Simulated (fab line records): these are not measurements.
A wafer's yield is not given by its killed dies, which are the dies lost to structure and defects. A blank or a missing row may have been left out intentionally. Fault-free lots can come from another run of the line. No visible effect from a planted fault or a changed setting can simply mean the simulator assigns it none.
Which tool did it? | flow nand harc | at 1 step of a route of 1159, 24 lots with 72 wafers sampled

== WHAT EACH GAUGE READ, for each wafer ==
NHARC_P_BONDPAD_OVL_MEAS_38.
lot  | measured     | on         | overlay x nm (nm) | overlay y nm (nm)
L075 | day 6 17:37  | overlay-01 | 4 3 4             | 0 -1 -2
L074 | day 6 18:16  | overlay-01 | 1 0 0             | 4 4 4
L077 | day 6 21:28  | overlay-02 | 5 5 5             | -5 -5 -5
L076 | day 7 02:16  | overlay-02 | -11 -11 -10       | -4 -4 -4
L078 | day 7 07:45  | overlay-02 | -4 -4 -4          | 9 8 9
L079 | day 7 08:32  | overlay-02 | -15 -15 -15       | -7 -7 -7
L082 | day 8 06:20  | overlay-02 | 3 3 3             | -4 -4 -4
L081 | day 8 07:01  | overlay-02 | -6 -6 -6          | 6 5 5
L080 | day 8 07:31  | overlay-01 | -5 -5 -5          | 3 2 2
L083 | day 8 15:48  | overlay-01 | -11 -11 -11       | -1 0 0
L084 | day 9 00:33  | overlay-01 | -2 -3 -3          | 3 4 4
L086 | day 9 11:36  | overlay-02 | -3 -3 -3          | -3 -2 -3
L085 | day 9 12:56  | overlay-01 | -2 -2 -2          | 3 3 3
L089 | day 9 14:40  | overlay-02 | 8 7 7             | 2 2 2
L087 | day 9 18:05  | overlay-02 | 1 1 1             | -1 -1 -1
L088 | day 10 00:11 | overlay-02 | -9 -9 -9          | 4 3 3
L090 | day 10 14:52 | overlay-02 | -3 -3 -2          | 3 3 2
L091 | day 10 15:24 | overlay-02 | 5 4 4             | 11 11 11
L092 | day 10 21:31 | overlay-02 | -1 -1 -1          | 8 9 8
L093 | day 11 02:07 | overlay-02 | -11 -11 -11       | 4 5 4
L094 | day 11 03:35 | overlay-01 | -8 -7 -8          | 4 5 5
L095 | day 11 14:37 | overlay-02 | -2 -2 -2          | 1 1 1
L096 | day 11 19:03 | overlay-01 | 1 1 1             | -2 -2 -2
L097 | day 12 02:37 | overlay-01 | -4 -4 -4          | 15 15 15

== TOOL THAT RAN EACH LOT (tool first, then ch and the chambers of the sampled wafers, then the start) ==
The record shows no process step preceding these readings.

== WHAT THE TOOLS THEMSELVES READ (means of the sampled wafers that have a number; where no wafer has one, the mark that the record gives instead) ==
The record holds no such reading with a usual standard deviation.

== THE ANSWER, worked out from the rows above alone ==
Rule: the usual values come from the lots themselves. Put in order of their means at a reading, lots are off if they are a third of the lots or fewer, leave a main group of 4 or more, and stand apart from it by a gap of 3 or more times the standard deviation of the main group's means; of several such gaps the widest counts. A main group is skipped when, at the precision printed for the reading in the tables above, its means are all equal. A lot without any number at a reading at which 4 lots or more have one is off too. Where the step has rows for the other lots, those lots are counted as sound. The gauges are gone through in route order, then the tools' own readings, and for those a lot's mean is taken as printed above. At the first step where some lot is off, the reading lying furthest off is the one used; lots without a number count as furthest.
No lot is off on any of the readings shown, so nothing can be concluded from this.

== WHAT WAS PUT IN BY THE SIMULATOR ==
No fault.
